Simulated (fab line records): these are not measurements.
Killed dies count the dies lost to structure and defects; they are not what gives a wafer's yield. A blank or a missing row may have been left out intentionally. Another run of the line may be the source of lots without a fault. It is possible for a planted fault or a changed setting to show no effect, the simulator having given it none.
Lot-split experiment	flow n5_finfet	21 wafers read across 7 lots, on a route 1938 steps long

## SPLIT DETAILS
At N5_WELL_APT_COAT_02 (resist thk 950 nm), the setting spin_rpm was moved away from the recipe's 1357 rpm on 5 of the 21 wafers read, by -7.6% to +2.9%. For the rest of the wafers, this setting stayed at what the recipe calls for.

Reading taken at the split's own step.

## THE READING
coat_of_WELL_APT_COAT_02.thk_nm (the simulator's own value, which no gauge read), in nm, at N5_WELL_APT_COAT_02 (resist thk 950 nm). No usual value for it is given in the file. The 16 wafers here that ran the recipe average 949.7 nm, standard deviation 2.4 nm.

wafer	tool, chamber at the split	spin_rpm as run, rpm	against the recipe	coat_of_WELL_APT_COAT_02.thk_nm, nm	against lot-mates on the recipe
L079.2	litho_track-01, 0	1396	+2.9%	938.8	-12.4
L079.4	litho_track-01, 0	1357	recipe	951.8	-
L079.5	litho_track-01, 0	1357	recipe	950.5	-
L083.1	litho_track-05, 0	1305	-3.8%	972.7	+17.7
L083.3	litho_track-05, 0	1305	-3.8%	969.3	+14.3
L083.5	litho_track-05, 0	1357	recipe	955	-
L084.4	litho_track-03, 0	1357	recipe	945.9	-
L084.5	litho_track-03, 0	1357	recipe	949.2	-
L084.6	litho_track-03, 0	1357	recipe	945.2	-
L088.4	litho_track-03, 0	1357	recipe	950.4	-
L088.5	litho_track-03, 0	1357	recipe	948.8	-
L088.6	litho_track-03, 0	1357	recipe	950	-
L093.2	litho_track-03, 0	1357	recipe	948	-
L093.5	litho_track-03, 0	1254	-7.6%	989.1	+41.1
L093.6	litho_track-03, 0	1254	-7.6%	986.3	+38.3
L095.2	litho_track-01, 0	1357	recipe	948.6	-
L095.4	litho_track-01, 0	1357	recipe	953.2	-
L095.6	litho_track-01, 0	1357	recipe	948.3	-
L097.1	litho_track-03, 0	1357	recipe	948.8	-
L097.4	litho_track-03, 0	1357	recipe	949.3	-
L097.6	litho_track-03, 0	1357	recipe	951.5	-

THE FIT
A straight line over all 21 wafers: coat_of_WELL_APT_COAT_02.thk_nm changes by -5 nm for each +1% of spin_rpm; r = -0.98; the points scatter about the line by 2.5 nm.
The same after taking each lot's own level away (the mean of its wafers on the recipe; 21 wafers): -4.98 nm for each +1%; r = -0.99; scatter 1.9 nm.
That fit puts the effect of the largest move of spin_rpm on the reading at 38 nm.
Measured against the standard deviation above, the lots' own levels, which go from 946.77 to 955.00 nm, span 3.4 times it.
Hence the lot-to-lot level has little effect on the slope; both slopes agree.
Check: +35.8 nm against its lot-mates is what the line predicts for one of the wafers moved furthest among these (-7.6%) when that wafer is left out of the fit. Against them it came out at +41.1 nm.

## FILE'S OWN FIT
coat_of_WELL_APT_COAT_02.thk_nm changes by -4.94 nm for each +1% of spin_rpm, r = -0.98.
